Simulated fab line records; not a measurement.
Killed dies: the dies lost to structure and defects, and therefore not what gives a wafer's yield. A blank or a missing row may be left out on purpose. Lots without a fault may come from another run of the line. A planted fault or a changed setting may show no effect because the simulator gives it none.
fab line records	flow n5-finfet
record: lots: 7	wafers: 21
route steps=1938 shown SD_EPI_P@296 SD_ACTIVATION@330 SDB@365 GATE_CUT@490 MOL_CONTACT_COAG@535 BEOL_M0_SAQP@636
start-h: hours from the record's opening day to when the first of the lot's shown wafers began	wait-h: hours since the lot's step before	" same as the row above	L1.1+2: a row that stands for several wafers	- value missing, or start not given	* or withheld: withheld	< > ~ a bound
route shown NAME@n: NAME is a module with steps in the file, n the number in the route of the first one	usual: the fault-free wafers' mean and standard deviation	same: alike in all rows	chamber/n: place in a boat	sites: each site's reading	_std_site: standard deviation of those values	_edge_site: the outer-site mean with the inner-site mean subtracted	radius-mm: how far each site lies from the wafer's centre	mask NAME#n: copy n	behind: the last tool/chamber to shape the wafer	hold: why the lot went on hold/how many hours it stayed there/how the hold came to an end	device: transistor that didn't switch, given as n, p or np	end of line: the tests these same wafers got at the end of their route	a step without rows: its recipe alone	killed: count of dies lost to structure and defects at first sort (not the wafer's yield)	map: dies across one wafer; x = killed, . = not, _ = none there
set.NAME: the run value of the setting; set.NAME@STEP: its run value at that earlier step	model.NAME: the simulator's own value behind a step, which no gauge read
lots whose settings were changed on purpose; a table a step, a row a wafer
== steps ==
step: N5_SD_EPI_P_COAT_35
recipe: resist: SiARC	temp-c: 220	time-s: 60	spin-rpm: 1500	resist-thk-nm: 35
lot.wafer	tool	chamber	start-h	wait-h	set.spin-rpm	model.SiARC_of_SD_EPI_P_COAT_35.thk-nm
L078.1	litho-track-04	0	-	-	1500	35
L078.4	"	0	"	"	1359	36.8
L078.5	"	0	"	"	1500	35.2
L085.2+4+6	litho-track-01	0	-	-	1500	35
L086.1	litho-track-01	0	-	-	1649	33.4
L086.3	"	0	"	"	1649	33.2
L086.6	"	0	"	"	1500	35
L087.2+6	litho-track-01	0	-	-	1355	36.6
L087.3	"	0	"	"	1500	34.8
L091.2+3+4	litho-track-04	0	-	-	1500	35.2
L095.1	litho-track-04	0	-	-	1417	36.2
L095.2+3	"	0	"	"	1500	35
L097.1+4	litho-track-01	0	-	-	1500	34.6
L097.2	"	0	"	"	1575	33.8
step: N5_SD_EPI_P_COAT_03
recipe: resist: CAR-ArF-block	spin-rpm: 1500	resist-thk-nm: 150
step: N5_SD_EPI_P_EBR_05
recipe: solvent: PGMEA	ebr-width-mm: 1.5
step: N5_SD_EPI_P_DESCUM_14
recipe: chemistry: O2	time-s: 7.9	source-power-w: 50	bias-power-w: 20	pressure-mtorr: 20	rf-frequency-hz: 2.712e+07	temp-c: 40	resist: CAR-ArF-block	o2-flow-sccm: 225
step: N5_SD_EPI_P_ETCH_36
recipe: chemistry: CF4	target: SiARC	target-depth-a: 455	mask-material: CAR-ArF-block	time-s: 75.8	ion-energy-ev: 80	pressure-mtorr: 40	source-w: 545	bias-w: 36	Ar_flow_sccm: 100	cf4-flow-sccm: 100	ends: cleared
usual: etch-rf-on-time-s: 75.7/1.2
lot.wafer	tool	chamber	start-h	wait-h	set.spin-rpm@SD_EPI_P_COAT_35	etch-rf-on-time-s	model.etch.depth-nm	model.CAR-ArF-block_of_SD_EPI_P_COAT_03.thk-nm
L078.1	rie-diel-01	2	81.22	0.0	1500	75.8	35.08	111.2
L078.4	"	3	"	"	1359	80.5	36.88	110.2
L078.5	"	0	"	"	1500	76.0	35.11	111.6
L085.2	rie-diel-01	0	125.88	0.0	1500	76.5	35.05	111.2
L085.4	"	1	"	"	1500	74.1	34.95	111.2
L085.6	"	3	"	"	1500	76.1	34.98	111.2
L086.1	rie-diel-01	3	135.45	0.0	1649	73.3	33.43	111.4
L086.3	"	0	"	"	1649	72.1	33.29	112
L086.6	"	2	"	"	1500	77.1	35.04	110
L087.2	rie-diel-03	0	139.25	0.0	1355	78.8	36.6	109.4
L087.3	"	2	"	"	1500	75.5	34.74	111.6
L087.6	"	3	"	"	1355	79.5	36.58	110
L091.2	rie-diel-01	0	160.87	0.0	1500	78.7	35.18	110
L091.3	"	1	"	"	1500	75.8	35.18	110.4
L091.4	"	3	"	"	1500	78.1	35.23	110.4
L095.1	rie-diel-04	1	180.80	0.0	1417	76.3	36.1	109.8
L095.2	"	3	"	"	1500	73.9	35.07	110
L095.3	"	0	"	"	1500	74.7	34.93	109.8
L097.1	rie-diel-01	3	198.84	0.0	1500	76.1	34.67	111.2
L097.2	"	1	"	"	1575	72.4	33.86	111.6
L097.4	"	0	"	"	1500	77.0	34.63	110.8
step: N5_SD_EPI_P_ETCH_37
recipe: chemistry: N2/H2	target: SOC	overetch-a: 1080	mask-material: SiARC	temp-c: 40	ion-energy-ev: 100	source-w: 3000	bias-w: 133	pressure-mtorr: 20	time-s: 486	n2-flow-sccm: 200	h2-flow-sccm: 200	ends: end-point
lot.wafer	tool	chamber	start-h	wait-h	set.spin-rpm@SD_EPI_P_COAT_35	model.SiARC_of_SD_EPI_P_COAT_35.thk-nm
L078.1+5	rie-diel-01	2,0	81.28	0.0	1500	20
L078.4	"	3	"	"	1359	21.8
L085.2	rie-diel-01	0	125.94	0.0	1500	20
L085.4	"	1	"	"	1500	19.6
L085.6	"	3	"	"	1500	19.8
L086.1	rie-diel-01	3	135.51	0.0	1649	18.4
L086.3	"	0	"	"	1649	18
L086.6	"	2	"	"	1500	19.8
L087.2+6	rie-diel-03	0,3	139.30	0.0	1355	21.4
L087.3	"	2	"	"	1500	19.2
L091.2+4	rie-diel-01	0,3	160.92	0.0	1500	20.4
L091.3	"	1	"	"	1500	19.8
L095.1	rie-diel-04	1	180.85	0.0	1417	20.8
L095.2	"	3	"	"	1500	19.6
L095.3	"	0	"	"	1500	19.8
L097.1+4	rie-diel-01	3,0	198.90	0.0	1500	19.8
L097.2	"	1	"	"	1575	18.6
step: N5_SD_EPI_P_STRIP_38
recipe: chemistry: N2/H2	temp-c: 40	n2-flow-sccm: 200	h2-flow-sccm: 200	rf-frequency-hz: 6e+07
step: N5_SD_EPI_P_ETCHBACK_46
recipe: chemistry: CH3F/O2	mode: anisotropic-etchback	target: SiNx	target-depth-a: 175	stop-on: SiO2	over-etch-frac: 0.3	ion-energy-ev: 120	pressure-mtorr: 30	source-w: 395	bias-w: 73	Ar_flow_sccm: 150	CH3F_flow_sccm: 30	O2_flow_sccm: 20
lot.wafer	tool	chamber	start-h	wait-h	set.spin-rpm@SD_EPI_P_COAT_35	model.SiARC_of_SD_EPI_P_COAT_35.thk-nm
L078.1	rie-diel-01	2	81.60	0.0	1500	15.4
L078.4	"	3	"	"	1359	17.2
L078.5	"	0	"	"	1500	15.6
L085.2	rie-diel-01	0	126.26	0.0	1500	15.6
L085.4	"	1	"	"	1500	15
L085.6	"	3	"	"	1500	15.2
L086.1	rie-diel-01	3	135.83	0.0	1649	14
L086.3	"	0	"	"	1649	13.6
L086.6	"	2	"	"	1500	15.2
L087.2+6	rie-diel-03	0,3	139.63	0.0	1355	16.8
L087.3	"	2	"	"	1500	14.6
L091.2	rie-diel-01	0	161.25	0.0	1500	16
L091.3	"	1	"	"	1500	15.2
L091.4	"	3	"	"	1500	15.8
L095.1	rie-diel-04	1	181.18	0.0	1417	16.2
L095.2+3	"	3,0	"	"	1500	15.2
L097.1+4	rie-diel-01	3,0	199.23	0.0	1500	15.4
L097.2	"	1	"	"	1575	14.2
step: N5_SD_EPI_P_ETCH_47
recipe: chemistry: CH3F/O2	target: SiOCN	target-depth-a: 250	mask-material: SOC	ion-energy-ev: 60	bias-w: 29	pressure-mtorr: 30	source-w: 410	Ar_flow_sccm: 150	CH3F_flow_sccm: 30	O2_flow_sccm: 20
step: N5_SD_EPI_P_ETCH_16
recipe: chemistry: CHF3/O2	target: SiO2	target-depth-a: 50	mask-material: SOC	pressure-mtorr: 30	source-w: 650	bias-w: 170	Ar_flow_sccm: 200	CHF3_flow_sccm: 50	O2_flow_sccm: 5	ion-energy-ev: 200
step: N5_SD_EPI_P_EPI_21
recipe: material: SiGe:B	dopant: B	temp-c: 550	pressure-torr: 20	ambient: H2	time-s: 355
step: N5_SD_EPI_P_HM_STRIP_48
recipe: chemistry: H3PO4	temp-c: 160	material: SiNx	target: SiNx	target-depth-a: 30	overetch-fraction: 0.3
lot.wafer	tool	chamber	start-h	wait-h	set.time-s@SD_EPI_N_EPI_21	model.Si-P_of_SD_EPI_N_EPI_21.thk-nm
L078.1	wet-bench-03	6	84.77	0.0	690	58.4
L078.4	"	2	"	"	690	58.8
L078.5	"	7	"	"	690	58.2
L085.2	wet-bench-02	5	129.42	0.0	690	58.2
L085.4+6	"	4,3	"	"	690	58.6
L086.1	wet-bench-03	3	139.84	0.0	690	58.4
L086.3	"	7	"	"	690	58.6
L086.6	"	4	"	"	648.1	56
L087.2	wet-bench-03	6	143.63	0.0	690	57.6
L087.3	"	7	"	"	690	57.8
L087.6	"	2	"	"	735.5	59.8
L091.2	wet-bench-02	5	164.41	0.0	690	58.4
L091.3	"	3	"	"	690	59.8
L091.4	"	4	"	"	690	59.4
L095.1	wet-bench-04	6	185.23	0.0	690	58.6
L095.2+3	"	3,1	"	"	690	57.4
L097.1	wet-bench-02	2	202.39	0.0	690	56.8
L097.2	"	1	"	"	821.9	65.8
L097.4	"	0	"	"	821.9	65
step: N5_SD_EPI_P_SRD_49
recipe: dry: ipa-marangoni	time-s: 30	temp-c: 23	rinse-liquid: diw
step: N5_SD_EPI_P_PRECLEAN_24
recipe: chemistry: O3/DIW	time-s: 45	temp-c: 22	o3-ppm: 10
step: N5_SD_ACTIVATION_RTA_00
recipe: temp-c: 975	time-s: 0	ambient: N2	idle-temp-c: 600	ramp-up-c-per-s: 150	ramp-down-c-per-s: 60	cool-to-c: 600
step: N5_SD_ACTIVATION_LSA_01
recipe: temp-c: 1080	time-s: 0.0008	ambient: N2
step: N5_SD_ACTIVATION_RS_MEAS_03
recipe: thk-meas-gauge: four-point-probe
usual: RS_SD_N: 21.94/0.28	RS_SD_P: 56.3/1.1
lot.wafer	tool	chamber	start-h	wait-h	set.time-s@SD_EPI_N_EPI_21	RS_SD_N[ohm/sq]	RS_SD_P[ohm/sq]
L078.1	film-metro-02	-	85.34	0.2	690	21.91	55.9
L078.4	"	-	"	"	690	21.93	56.0
L078.5	"	-	"	"	690	22.17	55.9
L085.2	film-metro-02	-	130.01	0.2	690	21.89	55.2
L085.4	"	-	"	"	690	22.08	55.8
L085.6	"	-	"	"	690	22.12	55.5
L086.1	film-metro-01	-	140.42	0.2	690	21.98	55.2
L086.3	"	-	"	"	690	22.14	55.9
L086.6	"	-	"	"	648.1	22.86	56.2
L087.2	film-metro-02	-	156.12	0.2	690	22.19	57.7
L087.3	"	-	"	"	690	21.99	58.5
L087.6	"	-	"	"	735.5	21.32	57.1
L091.2	film-metro-02	-	165.00	0.2	690	21.69	55.1
L091.3	"	-	"	"	690	21.40	55.4
L091.4	"	-	"	"	690	21.42	55.4
L095.1	film-metro-01	-	185.83	0.2	690	21.95	56.6
L095.2	"	-	"	"	690	22.45	56.6
L095.3	"	-	"	"	690	22.53	56.0
L097.1	film-metro-01	-	202.96	0.2	690	22.27	56.6
L097.2	"	-	"	"	821.9	19.38	56.0
L097.4	"	-	"	"	821.9	19.79	55.6
step: N5_SDB_STRIP_22
recipe: chemistry: N2/H2	power-w: 1000	temp-c: 250	h2-frac: 0.65	overash-fraction: 0.3	pressure-mtorr: withheld	n2-flow-sccm: 1750	h2-flow-sccm: 3250
usual: oes-product-au: 0.715/0.0047	strip-time-to-endpoint-s: 96.5/0.35
lot.wafer	tool	chamber	start-h	wait-h	set.power-w	oes-product-au	strip-time-to-endpoint-s
L078.1	plasma-asher-02	1	92.86	0.1	944.4	0.700	99.2
L078.4	"	1	"	"	944.4	0.710	98.7
L078.5	"	0	"	"	1000	0.721	96.0
L085.2	plasma-asher-01	0	137.74	0.1	1000	0.715	96.8
L085.4	"	1	"	"	1000	0.715	96.8
L085.6	"	0	"	"	1000	0.720	96.8
L086.1	plasma-asher-02	0	147.96	0.1	843.2	0.679	104.4
L086.3	"	0	"	"	843.2	0.677	104.3
L086.6	"	0	"	"	843.2	0.681	103.8
L087.2	plasma-asher-02	0	165.36	0.1	1127	0.750	91.9
L087.3	"	0	"	"	1127	0.737	92.4
L087.6	"	0	"	"	1127	0.738	92.3
L091.2	plasma-asher-02	0	172.54	0.1	881.5	0.688	102.0
L091.3	"	1	"	"	1000	0.714	97.0
L091.4	"	0	"	"	881.5	0.687	102.2
L095.1	plasma-asher-02	0	193.34	0.1	1000	0.721	96.3
L095.2	"	1	"	"	1104	0.733	92.8
L095.3	"	1	"	"	1000	0.709	97.1
L097.1	plasma-asher-01	0	210.79	0.1	1000	0.725	96.0
L097.2	"	1	"	"	1000	0.719	96.4
L097.4	"	0	"	"	1122	0.747	91.5
step: N5_GATE_CUT_DESCUM_18
recipe: chemistry: O2	time-s: 7	source-power-w: 50	bias-power-w: 20	pressure-mtorr: 20	rf-frequency-hz: 2.712e+07	temp-c: 40	resist: CAR-EUV	o2-flow-sccm: 225
lot.wafer	tool	chamber	start-h	wait-h	set.time-s	model.CAR-EUV_of_GATE_CUT_COAT_07.thk-nm
L078.1+4+5	rie-diel-01	3,2,3	110.34	0.0	7	26.2
L085.2+6	rie-diel-04	2,3	155.34	0.2	7	26.2
L085.4	"	1	"	"	7	26.4
L086.1+6	rie-diel-03	2,0	165.05	0.0	6.428	26
L086.3	"	3	"	"	7	25.8
L087.2+3	rie-diel-01	3,2	182.76	0.0	5.539	26.6
L087.6	"	3	"	"	7	26
L091.2+3	rie-diel-03	1,3	192.05	0.1	6.473	26.4
L091.4	"	0	"	"	7	26.2
L095.1	rie-diel-04	2	212.33	0.0	7	26
L095.2	"	1	"	"	8.266	25.4
L095.3	"	3	"	"	8.266	25.2
L097.1+2	rie-diel-03	3,0	230.00	0.4	7	26
L097.4	"	2	"	"	5.555	26.8
step: N5_GATE_CUT_ETCH_28
recipe: chemistry: N2/H2	target: underlayer	target-depth-a: 130	mask-material: CAR-EUV	time-s: 10.4	ion-energy-ev: 200	pressure-mtorr: 30	source-w: 840	bias-w: 150	n2-flow-sccm: 200	h2-flow-sccm: 200	ends: cleared
lot.wafer	tool	chamber	start-h	wait-h	set.time-s@GATE_CUT_DESCUM_18	model.CAR-EUV_of_GATE_CUT_COAT_07.thk-nm
L078.1+5	rie-diel-01	3	110.38	0.0	7	14.8
L078.4	"	2	"	"	7	14.6
L085.2+4	rie-diel-04	2,1	155.37	0.0	7	14.8
L085.6	"	3	"	"	7	14.6
L086.1	rie-diel-03	2	165.09	0.0	6.428	14.8
L086.3	"	3	"	"	7	14.4
L086.6	"	0	"	"	6.428	14.6
L087.2+3	rie-diel-01	3,2	182.79	0.0	5.539	15.2
L087.6	"	3	"	"	7	14.6
L091.2+3	rie-diel-03	1,3	192.09	0.0	6.473	15
L091.4	"	0	"	"	7	14.6
L095.1	rie-diel-04	2	212.36	0.0	7	14.6
L095.2	"	1	"	"	8.266	14
L095.3	"	3	"	"	8.266	13.8
L097.1+2	rie-diel-03	3,0	230.04	0.0	7	14.6
L097.4	"	2	"	"	5.555	15.6
step: N5_GATE_CUT_ETCH_36
recipe: chemistry: CF4	target: SiARC	target-depth-a: 130	mask-material: CAR-EUV	time-s: 21.7	ion-energy-ev: 80	pressure-mtorr: 40	source-w: 545	bias-w: 36	Ar_flow_sccm: 100	cf4-flow-sccm: 100	ends: cleared
lot.wafer	tool	chamber	start-h	wait-h	set.time-s@GATE_CUT_DESCUM_18	model.CAR-EUV_of_GATE_CUT_COAT_07.thk-nm
L078.1+4+5	rie-diel-01	3,2,3	110.40	0.0	7	7
L085.2	rie-diel-04	2	155.39	0.0	7	7
L085.4	"	1	"	"	7	7.2
L085.6	"	3	"	"	7	6.8
L086.1	rie-diel-03	2	165.11	0.0	6.428	7
L086.3	"	3	"	"	7	6.6
L086.6	"	0	"	"	6.428	6.8
L087.2+3	rie-diel-01	3,2	182.81	0.0	5.539	7.6
L087.6	"	3	"	"	7	7
L091.2	rie-diel-03	1	192.11	0.0	6.473	7.4
L091.3	"	3	"	"	6.473	7.2
L091.4	"	0	"	"	7	7
L095.1	rie-diel-04	2	212.38	0.0	7	7
L095.2	"	1	"	"	8.266	6.4
L095.3	"	3	"	"	8.266	6
L097.1	rie-diel-03	3	230.06	0.0	7	6.8
L097.2	"	0	"	"	7	7
L097.4	"	2	"	"	5.555	7.8
step: N5_GATE_CUT_ETCH_37
recipe: chemistry: N2/H2	target: SOC	target-depth-a: 600	overetch-a: 120	mask-material: SiARC	temp-c: 40	time-s: 90	ion-energy-ev: 200	pressure-mtorr: 30	source-w: 840	bias-w: 150	n2-flow-sccm: 200	h2-flow-sccm: 200
usual: rf-vpp-V: 523.3/2.4
lot.wafer	tool	chamber	start-h	wait-h	set.bias-w	rf-vpp-V	model.SiARC_of_GATE_CUT_COAT_35.thk-nm
L078.1	rie-diel-01	3	110.42	0.0	140.3	503.6	6.4
L078.4	"	2	"	"	140.3	501.2	6.4
L078.5	"	3	"	"	150	525.1	6.2
L085.2	rie-diel-04	2	155.42	0.0	150	523.5	6
L085.4	"	1	"	"	150	519.8	6
L085.6	"	3	"	"	150	518.3	6
L086.1	rie-diel-03	2	165.14	0.0	150	525.9	5.8
L086.3	"	3	"	"	150	524.1	6
L086.6	"	0	"	"	150	521.8	6
L087.2	rie-diel-01	3	182.84	0.0	150	526.7	6
L087.3	"	2	"	"	167.1	557.6	5.4
L087.6	"	3	"	"	167.1	563.6	5.4
L091.2	rie-diel-03	1	192.13	0.0	169.4	566.1	5.4
L091.3	"	3	"	"	169.4	565.5	5.6
L091.4	"	0	"	"	150	522.8	6
L095.1	rie-diel-04	2	212.41	0.0	142.4	507.2	6.4
L095.2	"	1	"	"	142.4	501.3	6.2
L095.3	"	3	"	"	150	520.7	6
L097.1	rie-diel-03	3	230.08	0.0	150	522.7	6.2
L097.2	"	0	"	"	150	523.8	6
L097.4	"	2	"	"	162.2	551.3	5.4
step: N5_MOL_CONTACT_COAG_CONTACT_ETCH_14
recipe: chemistry: C4F6/O2	target: SiO2	target-depth-a: 275	overetch-a: 85	mask-material: SOC	pressure-mtorr: 30	source-w: 370	bias-w: 185	Ar_flow_sccm: 300	C4F6_flow_sccm: 16	O2_flow_sccm: 10	time-s: 20	ion-energy-ev: 259.6
usual: rf-vpp-V: 694/3.3
lot.wafer	tool	chamber	start-h	wait-h	set.source-w	rf-vpp-V
L078.1	rie-diel-06	1	114.37	0.0	326.9	710
L078.4	"	3	"	"	326.9	730
L078.5	"	0	"	"	370	698
L085.2	rie-diel-06	0	159.31	0.0	370	699
L085.4	"	1	"	"	370	690
L085.6	"	0	"	"	370	698
L086.1	rie-diel-02	2	169.21	0.0	426.2	673
L086.3	"	0	"	"	426.2	658
L086.6	"	2	"	"	370	698
L087.2	rie-diel-02	2	186.98	0.0	370	699
L087.3	"	3	"	"	370	693
L087.6	"	0	"	"	344.2	701
L091.2	rie-diel-02	3	196.50	0.0	370	692
L091.3	"	1	"	"	339.1	718
L091.4	"	0	"	"	370	690
L095.1	rie-diel-05	3	224.84	0.0	370	690
L095.2	"	0	"	"	419.8	672
L095.3	"	2	"	"	419.8	669
L097.1	rie-diel-05	2	234.26	0.0	370	692
L097.2	"	0	"	"	410.1	673
L097.4	"	3	"	"	370	691
step: N5_MOL_CONTACT_COAG_CVD_140
recipe: material: W	target-thk-a: 665	mode: selective-fill	temp-c: 300	time-s: 215
lot.wafer	tool	chamber	start-h	wait-h	set.target-thk-a	model.W_of_MOL_CONTACT_COAG_CVD_140.thk-nm
L078.1	cvd-w-01	1	127.84	0.1	665	67.4
L078.4	"	1	"	"	665	67.2
L078.5	"	0	"	"	732.9	73.2
L085.2	cvd-w-02	1	172.53	0.1	665	66.2
L085.4+6	"	0,1	"	"	665	66
L086.1	cvd-w-02	0	185.88	0.1	581.8	58.2
L086.3+6	"	1,0	"	"	665	66.6
L087.2	cvd-w-02	0	204.40	0.1	665	66.2
L087.3	"	0	"	"	665	65.2
L087.6	"	0	"	"	665	66.6
L091.2	cvd-w-01	0	209.79	0.1	665	66
L091.3	"	0	"	"	697.3	69.8
L091.4	"	1	"	"	697.3	70.6
L095.1	cvd-w-01	0	235.70	0.1	665	66
L095.2	"	1	"	"	665	67.2
L095.3	"	0	"	"	665	66.6
L097.1	cvd-w-01	0	245.63	0.1	665	66
L097.2	"	1	"	"	630.5	63.6
L097.4	"	0	"	"	665	66.4
step: N5_BEOL_M0_SAQP_PECVD_96
recipe: material: a-Si	target-thk-a: 450	temp-c: 350	precursor: SiH4/He	pressure-torr: 3	rf-w: 100	time-s: 45.2
lot.wafer	tool	chamber	start-h	wait-h	set.time-s	model.a-Si_of_BEOL_M0_SAQP_PECVD_96.thk-nm
L078.1	pecvd-02	1	132.51	0.0	41.28	41.2
L078.4+5	"	0,1	"	"	45.2	45.2
L085.2	pecvd-04	0	182.31	0.0	45.2	43.8
L085.4+6	"	0,2	"	"	45.2	44.8
L086.1	pecvd-04	1	190.93	0.0	45.2	44
L086.3	"	2	"	"	45.2	43.4
L086.6	"	2	"	"	38.66	38.2
L087.2	pecvd-03	0	209.57	0.0	45.2	45.2
L087.3	"	1	"	"	48.61	47.8
L087.6	"	1	"	"	45.2	45.4
L091.2	pecvd-02	2	214.96	0.0	41.04	40.4
L091.3	"	0	"	"	41.04	40.2
L091.4	"	0	"	"	45.2	45
L095.1	pecvd-04	0	241.32	0.0	45.2	44.4
L095.2	"	2	"	"	45.2	44
L095.3	"	1	"	"	49.78	48.6
L097.1	pecvd-02	0	250.11	0.0	45.2	44.4
L097.2	"	2	"	"	39.26	38.4
L097.4	"	0	"	"	39.26	38.8
== key ==
split: step: N5_SD_EPI_P_COAT_35	setting: spin-rpm	stated: 1500	by: wafer
response: step: N5_SD_EPI_P_COAT_35	reading: model.SiARC_of_SD_EPI_P_COAT_35.thk-nm	change: -0.181	per: 1%	r: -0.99
response: step: N5_SD_EPI_P_ETCH_36	reading: etch-rf-on-time-s	change: *	per: 1%	r: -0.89
response: step: N5_SD_EPI_P_ETCH_36	reading: model.etch.depth-nm	change: -0.183	per: 1%	r: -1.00
response: step: N5_SD_EPI_P_ETCH_36	reading: model.CAR-ArF-block_of_SD_EPI_P_COAT_03.thk-nm	change: +0.149	per: 1%	r: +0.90
response: step: N5_SD_EPI_P_ETCH_37	reading: model.SiARC_of_SD_EPI_P_COAT_35.thk-nm	change: -0.197	per: 1%	r: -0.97
response: step: N5_SD_EPI_P_ETCHBACK_46	reading: model.SiARC_of_SD_EPI_P_COAT_35.thk-nm	change: -0.187	per: 1%	r: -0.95
split: step: N5_SDB_STRIP_22	setting: power-w	stated: 1000	by: wafer
response: step: N5_SDB_STRIP_22	reading: oes-product-au	change: +0.00209	per: 1%	r: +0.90
response: step: N5_SDB_STRIP_22	reading: strip-time-to-endpoint-s	change: *	per: 1%	r: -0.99
split: step: N5_GATE_CUT_DESCUM_18	setting: time-s	stated: 7	by: wafer
response: step: N5_GATE_CUT_DESCUM_18	reading: model.CAR-EUV_of_GATE_CUT_COAT_07.thk-nm	change: -0.0342	per: 1%	r: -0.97
response: step: N5_GATE_CUT_ETCH_28	reading: model.CAR-EUV_of_GATE_CUT_COAT_07.thk-nm	change: -0.0391	per: 1%	r: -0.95
response: step: N5_GATE_CUT_ETCH_36	reading: model.CAR-EUV_of_GATE_CUT_COAT_07.thk-nm	change: -0.0383	per: 1%	r: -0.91
split: step: N5_GATE_CUT_ETCH_37	setting: bias-w	stated: 150	by: wafer
response: step: N5_GATE_CUT_ETCH_37	reading: rf-vpp-V	change: +3.25	per: 1%	r: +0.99
response: step: N5_GATE_CUT_ETCH_37	reading: model.SiARC_of_GATE_CUT_COAT_35.thk-nm	change: -0.0506	per: 1%	r: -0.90
split: step: N5_MOL_CONTACT_COAG_CONTACT_ETCH_14	setting: source-w	stated: 370	by: wafer
response: step: N5_MOL_CONTACT_COAG_CONTACT_ETCH_14	reading: rf-vpp-V	change: -1.86	per: 1%	r: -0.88
split: step: N5_MOL_CONTACT_COAG_CVD_140	setting: target-thk-a	stated: 665	by: wafer
response: step: N5_MOL_CONTACT_COAG_CVD_140	reading: model.W_of_MOL_CONTACT_COAG_CVD_140.thk-nm	change: +0.64	per: 1%	r: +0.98
split: step: N5_BEOL_M0_SAQP_PECVD_96	setting: time-s	stated: 45.2	by: wafer
response: step: N5_BEOL_M0_SAQP_PECVD_96	reading: model.a-Si_of_BEOL_M0_SAQP_PECVD_96.thk-nm	change: +0.424	per: 1%	r: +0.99
split outside-this-file step=N5_SD_EPI_N_EPI_21 setting=time-s
split outside-this-file: this setting was split too, and the file shows its column; the key of that split is in another file
